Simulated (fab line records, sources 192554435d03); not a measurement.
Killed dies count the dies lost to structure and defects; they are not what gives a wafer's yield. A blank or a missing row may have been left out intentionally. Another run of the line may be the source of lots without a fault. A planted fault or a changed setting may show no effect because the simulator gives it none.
Chamber matching + flow n5-finfet + 3 sister chambers for N5_MOL_CONTACT_COAG_CMP_52 on cmp-01
The step polishes, stops on SiO2, t overpolish 1.5 s, target thk 66.5 nm. 3 wafers are shown with their chamber, then 5 later ones without.

== WAFERS WITH THEIR CHAMBER ==
| wafer  | chamber | motor-current-A (A) |
|--------|---------|---------------------|
| L082.2 | 2       | 11.6                |
| L082.6 | 1       | 13.5                |
| L085.1 | 3       | 10.1                |

== WAFERS MISSING THEIR CHAMBER ==
| wafer  | motor-current-A (A) |
|--------|---------------------|
| L085.2 | 13.9                |
| L090.1 | 10.1                |
| L090.4 | 11.4                |
| L094.1 | 14.2                |
| L094.2 | 10.1                |

== EACH ONE'S CHAMBER ==
| wafer  | from the rows above | in truth |
|--------|---------------------|----------|
| L085.2 | 1                   | 1        |
| L090.1 | 3                   | 3        |
| L090.4 | 2                   | 2        |
| L094.1 | 1                   | 1        |
| L094.2 | 3                   | 3        |
Placed correctly: 5 of 5. Can't be placed from these rows: 0. Wrongly placed: 0.
How it was worked out, from the rows above alone: a wafer's distance from a chamber is the root of the sum, over the readings, of the square of ((its reading less the chamber's mean) divided by the reading's scatter). The wafer belongs to the nearest chamber; if the next one is less than 2 further off, it can't be placed. A chamber's mean is the mean of its shown wafers. The scatter (one wafer shown for each chamber): square how far every hidden wafer sits from the nearest shown wafer, average those squares and take the square root.
